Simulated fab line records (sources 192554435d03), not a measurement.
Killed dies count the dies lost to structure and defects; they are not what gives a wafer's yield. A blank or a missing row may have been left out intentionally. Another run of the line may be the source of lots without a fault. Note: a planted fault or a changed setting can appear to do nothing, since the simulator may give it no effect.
Matching of chambers -- flow n5 finfet -- N5_BEOL_M11_STRIP_36 on rie diel-06: 4 sister chambers
The step strips in N2/H2. 4 wafers are shown with their chamber, then 12 later ones without.

## WAFERS, EACH WITH ITS CHAMBER
wafer,chamber,drypump motor current A (A)
L081.6,2,6.0
L090.1,1,6.0
L090.4,0,5.5
L090.5,3,5.1

## WAFERS WITH NO CHAMBER GIVEN
wafer,drypump motor current A (A)
L091.3,5.5
L091.4,6.0
L091.5,5.9
L093.3,6.0
L093.5,5.9
L093.6,5.1
L092.1,5.1
L092.3,5.9
L092.5,5.1
L095.2,5.5
L095.5,6.0
L095.6,5.5

## WHICH CHAMBER EACH WENT THROUGH
wafer,from the rows above,in truth
L091.3,0,0
L091.4,can't be placed: 1 or 2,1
L091.5,can't be placed: 1 or 2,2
L093.3,can't be placed: 1 or 2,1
L093.5,can't be placed: 1 or 2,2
L093.6,3,3
L092.1,3,3
L092.3,can't be placed: 1 or 2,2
L092.5,3,3
L095.2,0,0
L095.5,can't be placed: 1 or 2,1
L095.6,0,0
6 of 12 placed correctly. Unplaceable from these rows: 6, with the true chamber sitting among the candidates in 6. Number placed wrongly: 0.
How it was worked out, from the rows above alone: a wafer's distance from a chamber is the root of the sum, over the readings, of the square of ((its reading less the chamber's mean) divided by the reading's scatter). If the next closest chamber is less than 2 further off than the closest, the wafer can't be placed; otherwise it belongs to the closest. The mean given for a chamber averages the wafers shown for that chamber. The scatter (one wafer shown for each chamber): square how far every hidden wafer sits from the nearest shown wafer, average those squares and take the square root.
